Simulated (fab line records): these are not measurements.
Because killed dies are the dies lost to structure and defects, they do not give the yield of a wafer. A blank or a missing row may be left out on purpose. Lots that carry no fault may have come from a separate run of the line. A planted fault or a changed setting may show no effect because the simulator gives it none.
Chamber matching	flow n5 finfet	N5_BEOL_M8_STRIP_67 on rie diel-04: 4 sister chambers
The step strips in CF4. 14 wafers are shown with their chamber, then 7 later ones without.

## WAFERS WITH THEIR CHAMBER
wafer	chamber	throttle valve pct (%)	showerhead plenum p Torr (Torr)	drypump motor current A (A)
L074.3	2	13.90	1.77	5.3
L074.5	2	13.92	1.77	5.3
L074.6	0	13.62	1.92	5.6
L075.2	2	13.93	1.77	5.3
L075.5	3	13.14	1.77	6.1
L075.6	2	13.92	1.77	5.3
L081.2	2	13.93	1.76	5.3
L081.4	3	13.16	1.76	6.0
L081.6	0	13.66	1.91	5.6
L084.1	1	13.48	1.84	5.4
L084.2	3	13.19	1.76	6.0
L084.5	1	13.49	1.84	5.5
L088.1	3	13.23	1.76	6.1
L088.2	1	13.49	1.83	5.4

SIGNATURES (means of the wafers above)
reading	chamber 0	chamber 1	chamber 2	chamber 3	scatter within a chamber
throttle valve pct	13.6400	13.4867	13.9200	13.1800	0.0246
showerhead plenum p Torr	1.9150	1.8367	1.7680	1.7625	0.00521
drypump motor current A	5.600	5.433	5.300	6.050	0.0408
Rule: for each reading, subtract the chamber's mean from the wafer's reading, divide by that reading's scatter and square the result; add these up over the readings and take the root, which gives the wafer's distance from the chamber. The wafer belongs to the nearest chamber; if the next one is less than 2 further off, it can't be placed. The scatter is the square root of a quotient: the sum, over the shown wafers, of each reading's squared deviation from its chamber's mean, divided by wafers minus chambers.

## WAFERS WITHOUT THEIR CHAMBER
wafer	throttle valve pct (%)	showerhead plenum p Torr (Torr)	drypump motor current A (A)
L088.3	13.71	1.91	5.5
L094.1	12.96	1.83	5.5
L094.2	13.75	1.90	5.6
L094.3	13.41	1.75	5.3
L096.2	13.42	1.75	5.3
L096.3	12.99	1.83	5.4
L096.5	13.42	1.75	5.3

## CHAMBER TAKEN BY EACH
wafer	from the rows above	in truth
L088.3	0	0
L094.1	can't be placed: 3 or 1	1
L094.2	0	0
L094.3	1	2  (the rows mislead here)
L096.2	1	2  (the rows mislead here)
L096.3	can't be placed: 1 or 3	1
L096.5	1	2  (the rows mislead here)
2 of 7 placed correctly. Cannot be placed on the basis of these rows: 2; the candidates contain the true chamber in 2. Placed wrongly: 3.
